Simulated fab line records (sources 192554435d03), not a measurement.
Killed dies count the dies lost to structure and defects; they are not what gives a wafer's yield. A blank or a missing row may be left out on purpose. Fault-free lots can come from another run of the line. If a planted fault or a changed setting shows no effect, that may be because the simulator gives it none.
Chamber matching || flow n5-finfet || 4 sister chambers for N5_BEOL_M0_STRIP_140 on rie-diel-06
The step strips in CF4. 4 wafers are shown with their chamber, then 9 later ones without.

## WAFERS WITH THEIR CHAMBER
{"wafer": "L088.1", "chamber": 1, "showerhead-plenum-p-Torr (Torr)": 1.79}
{"wafer": "L091.4", "chamber": 3, "showerhead-plenum-p-Torr (Torr)": 1.88}
{"wafer": "L091.5", "chamber": 2, "showerhead-plenum-p-Torr (Torr)": 1.71}
{"wafer": "L091.6", "chamber": 0, "showerhead-plenum-p-Torr (Torr)": 1.85}

## WAFERS WITH NO CHAMBER GIVEN
{"wafer": "L092.1", "showerhead-plenum-p-Torr (Torr)": 1.71}
{"wafer": "L092.2", "showerhead-plenum-p-Torr (Torr)": 1.85}
{"wafer": "L092.4", "showerhead-plenum-p-Torr (Torr)": 1.88}
{"wafer": "L096.1", "showerhead-plenum-p-Torr (Torr)": 1.85}
{"wafer": "L096.4", "showerhead-plenum-p-Torr (Torr)": 1.87}
{"wafer": "L096.5", "showerhead-plenum-p-Torr (Torr)": 1.71}
{"wafer": "L097.1", "showerhead-plenum-p-Torr (Torr)": 1.87}
{"wafer": "L097.4", "showerhead-plenum-p-Torr (Torr)": 1.71}
{"wafer": "L097.6", "showerhead-plenum-p-Torr (Torr)": 1.71}

## EACH ONE'S CHAMBER
{"wafer": "L092.1", "from the rows above": 2, "in truth": 2}
{"wafer": "L092.2", "from the rows above": 0, "in truth": 0}
{"wafer": "L092.4", "from the rows above": 3, "in truth": 3}
{"wafer": "L096.1", "from the rows above": 0, "in truth": 0}
{"wafer": "L096.4", "from the rows above": 3, "in truth": 3}
{"wafer": "L096.5", "from the rows above": 2, "in truth": 2}
{"wafer": "L097.1", "from the rows above": 3, "in truth": 3}
{"wafer": "L097.4", "from the rows above": 2, "in truth": 2}
{"wafer": "L097.6", "from the rows above": 2, "in truth": 2}
Placed correctly: 9 of 9. From these rows, 0 cannot be placed. Wrongly placed: 0.
How it was worked out, from the rows above alone: a wafer's distance from a chamber is the root of the sum, over the readings, of the square of ((its reading less the chamber's mean) divided by the reading's scatter). The wafer belongs to the nearest chamber; if the next one is less than 2 further off, it can't be placed. The mean given for a chamber averages the wafers shown for that chamber. The scatter: root of mean squared gap, hidden wafer to nearest shown wafer, with one shown wafer a chamber.
